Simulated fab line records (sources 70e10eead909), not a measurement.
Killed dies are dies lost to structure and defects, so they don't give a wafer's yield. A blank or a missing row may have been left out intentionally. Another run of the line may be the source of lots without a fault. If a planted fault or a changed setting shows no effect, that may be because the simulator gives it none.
Problem report, 8D (eight disciplines) form, completed by code | flow nand harc | the parts of the form that need people (team, actions taken, sign-off) are left out

## 1. THE ISSUE
killed at periphery at NHARC_END_SORT_01 reads a mean of 28 on 1 wafer of 1 lot; wafers without a fault read 4 with a standard deviation of 3.2. That puts it +7.5 standard deviations away from the usual mean.
First observed at day 29 17:55: wafer L705.1, on prober-02. At this step, 6 wafers from 2 lots have a number in the record. Rule for "out", or "out of limits": more than 4 standard deviations from the usual mean. The other wafers with a number count as sound.

## 2. WHAT IT IS, AND WHAT IT ISN'T
question                    | is                  | is not
which readings at this step | killed at periphery | killed at other, killed open, killed short
which lots                  | L705                | L699
which wafers of those lots  | L705.1              | L705.3, L705.5
read on which gauges        | prober-02           | prober-01
when                        | from day 29 17:55   | up to then (3 sound wafers); but 2 sound wafers of L705 came after

## 3. THE SUSPECTS, EACH WITH WHAT RULES IT OUT
Counting: any tool at a process step up to the reading remains a suspect provided it ran every lot that is out. Sound lots after the first of them don't rule it out here, since some wafers of a struck lot are sound.
- the gauge at NHARC_END_SORT_01: kept. All the wafers that are out were read on prober-02, and no step on other tools shows them out.
- wet bench-08 at NHARC_P_BONDPAD_STRIP_16 (strips in post etch residue remover, time 600 s): kept. It ran the lot that is out, L705 (day 11 18:20).
- pvd sputter-02 at NHARC_THIN_TSV_PVD_19 (deposits TaN, target thk 20 nm): kept. It ran the lot that is out, L705 (day 29 05:46). NHARC_THIN_TSV_PVD_19 gives no start for some lots, so the hours and the order of its lots are those of NHARC_THIN_TSV_STRIP_56.
- plasma asher-02 at NHARC_THIN_TSV_STRIP_56 (strips in O2): kept. It ran the lot that is out, L705 (day 29 05:46).
Left after counting: wet bench-08 at NHARC_P_BONDPAD_STRIP_16, pvd sputter-02 at NHARC_THIN_TSV_PVD_19, plasma asher-02 at NHARC_THIN_TSV_STRIP_56, prober-02 at NHARC_END_SORT_01.

## 4. THE CAUSE (what the simulator had put in)
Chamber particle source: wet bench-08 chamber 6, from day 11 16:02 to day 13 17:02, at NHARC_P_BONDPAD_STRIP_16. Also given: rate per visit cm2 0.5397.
Of the 4 suspects that counting leaves, this tool is one.

## 5. THE CHAIN OF EFFECTS, in route order
Each row: a reading whose mean over the struck wafers that have a number lies more than 3 standard deviations from the usual. Readings are gone through only where the record gives a usual standard deviation; hours: the median, over the lots, of the time from a lot's start at the first step in this table giving one to that lot's start at this step; sigmas: the change measured in usual standard deviations.
hours | step              | reading              | usual | on struck wafers | change | sigmas
0     | NHARC_END_SORT_01 | defect limited yield | 91 %  | 80               | -11    | -3.4
0     | NHARC_END_SORT_01 | killed at periphery  | 4     | 28               | +24    | +7.5
0     | NHARC_END_SORT_01 | killed dies          | 59    | 134              | +75    | +3.4

## 6. HOW IT WOULD HAVE BEEN CAUGHT EARLIER
In this record the first reading out of limits at a measuring or inspecting step was taken at day 29 17:55, 434 hours after the fault began at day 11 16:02.
Lots out: 1; all had begun NHARC_P_BONDPAD_STRIP_16 on wet bench-08 by day 29 17:55. Tool hold at that time: it would have spared none of them.
